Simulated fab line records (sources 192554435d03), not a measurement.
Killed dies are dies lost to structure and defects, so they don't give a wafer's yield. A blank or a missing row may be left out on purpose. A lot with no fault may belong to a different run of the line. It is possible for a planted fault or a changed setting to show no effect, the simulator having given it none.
Chamber matching :: flow n5Finfet :: N5_SD_EPI_N_ETCH_16 on rieDiel-04 has 4 sister chambers
The step etches SiO2 in CHF3/O2, target depth 5 nm. 14 wafers are shown with their chamber, then 7 later ones without.

== WAFERS PAIRED WITH THEIR CHAMBERS ==
wafer: L077.1
chamber: 3
showerheadPlenumPTorr (Torr): 2.32
rfVppV (V): 516
drypumpMotorCurrentA (A): 5.0

wafer: L077.2
chamber: 2
showerheadPlenumPTorr (Torr): 2.57
rfVppV (V): 538
drypumpMotorCurrentA (A): 5.1

wafer: L077.5
chamber: 1
showerheadPlenumPTorr (Torr): 2.38
rfVppV (V): 504
drypumpMotorCurrentA (A): 5.9

wafer: L078.2
chamber: 3
showerheadPlenumPTorr (Torr): 2.32
rfVppV (V): 516
drypumpMotorCurrentA (A): 5.0

wafer: L078.3
chamber: 0
showerheadPlenumPTorr (Torr): 2.58
rfVppV (V): 523
drypumpMotorCurrentA (A): 5.6

wafer: L078.5
chamber: 2
showerheadPlenumPTorr (Torr): 2.57
rfVppV (V): 537
drypumpMotorCurrentA (A): 5.1

wafer: L082.1
chamber: 2
showerheadPlenumPTorr (Torr): 2.56
rfVppV (V): 539
drypumpMotorCurrentA (A): 5.1

wafer: L082.2
chamber: 3
showerheadPlenumPTorr (Torr): 2.31
rfVppV (V): 517
drypumpMotorCurrentA (A): 5.0

wafer: L082.6
chamber: 1
showerheadPlenumPTorr (Torr): 2.38
rfVppV (V): 504
drypumpMotorCurrentA (A): 5.8

wafer: L083.1
chamber: 2
showerheadPlenumPTorr (Torr): 2.56
rfVppV (V): 539
drypumpMotorCurrentA (A): 5.1

wafer: L083.2
chamber: 0
showerheadPlenumPTorr (Torr): 2.58
rfVppV (V): 523
drypumpMotorCurrentA (A): 5.6

wafer: L083.5
chamber: 0
showerheadPlenumPTorr (Torr): 2.58
rfVppV (V): 524
drypumpMotorCurrentA (A): 5.5

wafer: L086.1
chamber: 2
showerheadPlenumPTorr (Torr): 2.56
rfVppV (V): 539
drypumpMotorCurrentA (A): 5.1

wafer: L086.4
chamber: 1
showerheadPlenumPTorr (Torr): 2.37
rfVppV (V): 504
drypumpMotorCurrentA (A): 5.8

SIGNATURES (averages over the wafers above)
reading: showerheadPlenumPTorr
chamber 0: 2.5800
chamber 1: 2.3767
chamber 2: 2.5640
chamber 3: 2.3167
scatter within a chamber: 0.00503

reading: rfVppV
chamber 0: 523.33
chamber 1: 504.00
chamber 2: 538.40
chamber 3: 516.33
scatter within a chamber: 0.673

reading: drypumpMotorCurrentA
chamber 0: 5.567
chamber 1: 5.833
chamber 2: 5.100
chamber 3: 5.000
scatter within a chamber: 0.0365
Rule: for each reading, subtract the chamber's mean from the wafer's reading, divide by that reading's scatter and square the result; add these up over the readings and take the root, which gives the wafer's distance from the chamber. The wafer belongs to the nearest chamber; if the next one is less than 2 further off, it can't be placed. The scatter: take each reading less its chamber's mean, square it, sum over the shown wafers, divide by the number of wafers less the number of chambers, and take the root.

== WAFERS WHOSE CHAMBER IS MISSING ==
wafer: L086.5
showerheadPlenumPTorr (Torr): 2.58
rfVppV (V): 525
drypumpMotorCurrentA (A): 5.6

wafer: L091.2
showerheadPlenumPTorr (Torr): 2.31
rfVppV (V): 515
drypumpMotorCurrentA (A): 5.0

wafer: L091.3
showerheadPlenumPTorr (Torr): 2.56
rfVppV (V): 539
drypumpMotorCurrentA (A): 5.1

wafer: L091.5
showerheadPlenumPTorr (Torr): 2.57
rfVppV (V): 522
drypumpMotorCurrentA (A): 5.5

wafer: L092.2
showerheadPlenumPTorr (Torr): 2.56
rfVppV (V): 538
drypumpMotorCurrentA (A): 5.1

wafer: L092.4
showerheadPlenumPTorr (Torr): 2.37
rfVppV (V): 504
drypumpMotorCurrentA (A): 5.8

wafer: L092.5
showerheadPlenumPTorr (Torr): 2.57
rfVppV (V): 523
drypumpMotorCurrentA (A): 5.6

== WHICH CHAMBER EACH ONE RAN IN ==
wafer: L086.5
from the rows above: 0
in truth: 0

wafer: L091.2
from the rows above: 3
in truth: 3

wafer: L091.3
from the rows above: 2
in truth: 2

wafer: L091.5
from the rows above: 0
in truth: 0

wafer: L092.2
from the rows above: 2
in truth: 2

wafer: L092.4
from the rows above: 1
in truth: 1

wafer: L092.5
from the rows above: 0
in truth: 0
Correctly placed: 7 of 7. Not placeable from these rows: 0. 0 placed wrongly.
